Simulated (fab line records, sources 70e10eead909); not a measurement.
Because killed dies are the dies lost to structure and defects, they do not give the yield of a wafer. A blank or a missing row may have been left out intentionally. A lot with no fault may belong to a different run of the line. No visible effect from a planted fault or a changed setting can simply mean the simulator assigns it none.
Problem report in the 8D (eight disciplines) form, filled by code + flow nand harc + the parts of the form that need people (team, actions taken, sign-off) are left out

1. PROBLEM STATEMENT
Wafers without a fault read 997 nm, standard deviation 11; thk nm at NHARC_A_ONON_D1_THK_MEAS_18 reads a mean of 621 nm on 3 wafers belonging to 3 lots. That puts it -34 standard deviations away from the usual mean.
The step: measures by ellipsometry.
The first sign was on wafer L375.1 at day 10 07:50, on film metro-02. At this step, 37 wafers from 13 lots have a number in the record. By rule, "out" or "out of limits" means more than 4 standard deviations away from the usual mean. The other wafers with a number count as sound.

2. WHAT IT IS; WHAT IT IS NOT
| question                    | is                     | is not                                                                                                   |
|-----------------------------|------------------------|----------------------------------------------------------------------------------------------------------|
| which readings at this step | thk nm                 | -                                                                                                        |
| which lots                  | L375, L377, L379       | L366, L367, L368, L369, L372, L382, L384, L386, L387, L388                                               |
| which wafers of those lots  | L375.1, L377.1, L379.3 | L375.4, L377.2, L377.4, L379.4                                                                           |
| read on which gauges        | film metro-02          | film metro-01                                                                                            |
| when                        | from day 10 07:50      | up to then (16 sound wafers); but 18 sound wafers of L377, L379, L382, L384, L386, L387, L388 came after |

3. SUSPECTS, AND WHAT RULES EACH OUT
Counting: any tool at a process step up to the reading remains a suspect provided it ran every lot that is out. Sound lots after the first of them don't rule it out here, since some wafers of a struck lot are sound.
- the gauge at NHARC_A_ONON_D1_THK_MEAS_18 is ruled out. All the wafers that are out were read on film metro-02, but those of them that NHARC_END_SORT_01 has rows for are out there too, on other tools.
- pecvd onon-03 at NHARC_A_ONON_D1_DEP_16 (target thk 1000 nm): kept. It ran every lot that is out, first L375 (day 10 07:20); its last sound lot up to then is L372 (day 9 19:07).
The count leaves pecvd onon-03 at NHARC_A_ONON_D1_DEP_16.

4. THE CAUSE (what the simulator had put in)
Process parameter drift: pecvd onon-03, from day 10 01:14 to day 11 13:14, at NHARC_A_ONON_D1_DEP_16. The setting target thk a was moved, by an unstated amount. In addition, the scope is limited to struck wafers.
Counting left only this tool.

5. SEQUENCE OF EFFECTS, ordered by route
Each row: a reading where the mean over the struck wafers with a number is more than 3 standard deviations away from the usual. Only readings for which the record gives a usual standard deviation are gone through. hours: the time from each lot's start at the first step in this table that gives one to its start at this step, as a median over the lots. sigmas: the change in usual standard deviations.
| hours | step                        | reading         | usual  | on struck wafers | change | sigmas |
|-------|-----------------------------|-----------------|--------|------------------|--------|--------|
| 0     | NHARC_A_ONON_D1_THK_MEAS_18 | thk nm          | 997 nm | 621              | -376   | -34    |
| 266   | NHARC_END_SORT_01           | killed at array | 27     | 677              | +650   | +59    |
| 266   | NHARC_END_SORT_01           | killed dies     | 30     | 677              | +647   | +59    |

6. HOW IT WOULD HAVE BEEN CAUGHT EARLIER
7 hours passed between the start of the fault at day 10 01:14 and the first reading out of limits at a measuring or inspecting step in this record, taken at day 10 07:50.
Among the 3 lots that are out, L377, L379 began NHARC_A_ONON_D1_DEP_16 on pecvd onon-03 after day 10 07:50. A hold on the tool at that time would have spared those 2.
